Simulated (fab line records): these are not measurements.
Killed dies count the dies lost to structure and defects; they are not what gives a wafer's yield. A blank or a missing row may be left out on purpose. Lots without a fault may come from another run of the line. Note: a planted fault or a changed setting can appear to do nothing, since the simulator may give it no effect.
A lot that was struck, set against a sound lot | flow n5-finfet | 15 out of 1938 route steps
Sound: the wafers L577.1, L577.4, L577.5. Struck: wafer L568.5. (L568.1, L568.4 of the same lot were not struck and are left out.) The cause comes at the end.
Per side, at each step with rows, come the tool, then ch with its chambers, and then its first start. Under that, the readings that differ: sound wafers | struck wafers | difference of the means | sigmas: that difference in standard deviations of wafers without a fault.
alike: words and numbers the same on both sides, and readings whose means are apart by under 2 such deviations; not compared: readings that were withheld, readings missing a value for some wafer, numbers with overlapping values and no deviation given by the record, and bounds like >300 which may hide the same value.
Wherever a step has rows on one side only, a row that says differs or no value, or a row with sigmas, the two part there. Non-overlapping numbers with no deviation appear without sigmas and do not part them. A reading that every wafer of one side lacks parts them only if that side has two wafers or more.

first, 6 steps without rows for these wafers: N5_BEOL_M5_COAT_22 (resist thk 30 nm); N5_BEOL_M5_EBR_24; N5_BEOL_M5_SOFTBAKE_23 (time 60 s); N5_BEOL_M5_EXPOSE_25 (exposes mask V4, defocus 10 nm); N5_BEOL_M5_PEB_26 (peb time 60 s); N5_BEOL_M5_DEVELOP_27 (develop time 30 s).
N5_BEOL_M5_CD_MEAS_28: target cd 30.6 nm, target cd y 20 nm.
  sound on cd-sem-02 ch 0, day 12 19:55; struck on cd-sem-02 ch 0, day 9 23:25
  alike: cd-nm
N5_BEOL_M5_OVL_MEAS_29:
  sound on overlay-02 ch 0, day 12 19:56; struck on overlay-02 ch 0, day 9 23:27
  alike: V4_OVL
N5_BEOL_M5_INSPECT_30: inspects for defects (brightfield).
  struck on defect-inspect-02, day 9 23:31; sound on defect-inspect-01, day 12 19:59
  alike: raw-defect-count
N5_BEOL_M5_DESCUM_33: chemistry O2, time 7 s.
  sound on rie-diel-01 ch 0,3, day 12 20:06; struck on rie-diel-06 ch 3, day 9 23:50
  alike: chamber-pressure-mTorr, drypump-motor-current-A, oes-product-au, rf-vpp-V, showerhead-plenum-p-Torr, throttle-valve-pct
  not compared: rf-hours-counter-h
N5_BEOL_M5_ETCH_75: etches underlayer in N2/H2, target depth 6.5 nm, time 5.2 s.
  sound on rie-diel-01 ch 0,3, day 12 20:08; struck on rie-diel-06 ch 3, day 9 23:53
  alike: chamber-pressure-mTorr, drypump-motor-current-A, etch-rf-on-time-s, oes-product-au, rf-vpp-V, showerhead-plenum-p-Torr, throttle-valve-pct
  not compared: rf-hours-counter-h
N5_BEOL_M5_ETCH_67: etches SiARC in CF4, target depth 15.6 nm, time 26 s.
  sound on rie-diel-01 ch 0,3, day 12 20:09; struck on rie-diel-06 ch 3, day 9 23:55
  alike: chamber-pressure-mTorr, drypump-motor-current-A, etch-rf-on-time-s, mfc-ar-sccm, oes-product-au, rf-vpp-V, showerhead-plenum-p-Torr, throttle-valve-pct
  not compared: rf-hours-counter-h
N5_BEOL_M5_ETCH_68: etches SOC in N2/H2, target depth 80 nm, overetch 16 nm, time 120 s.
  sound on rie-diel-01 ch 0,3, day 12 20:11; struck on rie-diel-06 ch 3, day 9 23:58
  reading          | sound             | struck | difference | sigmas
  run-length-s (s) | 143.1 143.5 142.8 | 148.5  | +5.4       | +12
  alike: chamber-pressure-mTorr, drypump-motor-current-A, oes-product-au, rf-vpp-V, showerhead-plenum-p-Torr, throttle-valve-pct
  not compared: rf-hours-counter-h
then, 2 steps without rows for these wafers: N5_BEOL_M5_STRIP_69 (strips in N2/H2); N5_PASSIVATION_PROBE_49.

## WHERE THEY PART
Only at N5_BEOL_M5_ETCH_68, as far as this record shows.

WHY: what had been put in by the simulator
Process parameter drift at N5_BEOL_M5_ETCH_68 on rie-diel-06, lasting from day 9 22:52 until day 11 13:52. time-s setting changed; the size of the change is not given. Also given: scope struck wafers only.
